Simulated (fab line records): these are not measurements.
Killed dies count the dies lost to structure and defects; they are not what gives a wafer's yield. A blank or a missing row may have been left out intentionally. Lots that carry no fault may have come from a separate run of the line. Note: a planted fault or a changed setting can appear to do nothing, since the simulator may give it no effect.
Chamber matching -- flow nandHarc -- 3 sister chambers for NHARC_A_STAIRCASE_DEP_322 on pecvd-01
The step deposits SiO2, target thk 3800 nm. 6 wafers are shown with their chamber, then 9 later ones without.

## WAFERS, EACH WITH ITS CHAMBER
wafer,chamber,heaterPowerW (W),mfcPrecursorSccm (sccm)
L081.1,0,699,200.1
L083.4,1,677,199.9
L083.6,2,618,200.5
L087.3,0,672,199.9
L087.4,2,615,199.0
L087.5,1,675,200.3

## WAFERS WITH NO CHAMBER GIVEN
wafer,heaterPowerW (W),mfcPrecursorSccm (sccm)
L086.1,703,200.0
L086.4,606,200.8
L086.6,598,200.5
L093.1,745,200.6
L093.2,682,200.1
L093.3,634,199.8
L097.3,690,200.4
L097.4,616,200.3
L097.6,673,200.5

## EACH ONE'S CHAMBER
wafer,from the rows above,in truth
L086.1,can't be placed: 0 or 1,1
L086.4,2,2
L086.6,2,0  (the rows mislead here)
L093.1,can't be placed: 0 or 1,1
L093.2,can't be placed: 0 or 1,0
L093.3,2,2
L097.3,can't be placed: 0 or 1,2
L097.4,2,2
L097.6,can't be placed: 1 or 0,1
Correctly placed: 3 of 9. Can't be placed from these rows: 5 (the true chamber is among the candidates in 4). Placed wrongly: 1.
How it was worked out, from the rows above alone: a wafer's distance from a chamber is the root of the sum, over the readings, of the square of ((its reading less the chamber's mean) divided by the reading's scatter). The wafer belongs to the nearest chamber; if the next one is less than 2 further off, it can't be placed. Each chamber's mean is taken over the wafers shown for it. The scatter is the square root of a quotient: the sum, over the shown wafers, of each reading's squared deviation from its chamber's mean, divided by wafers minus chambers.
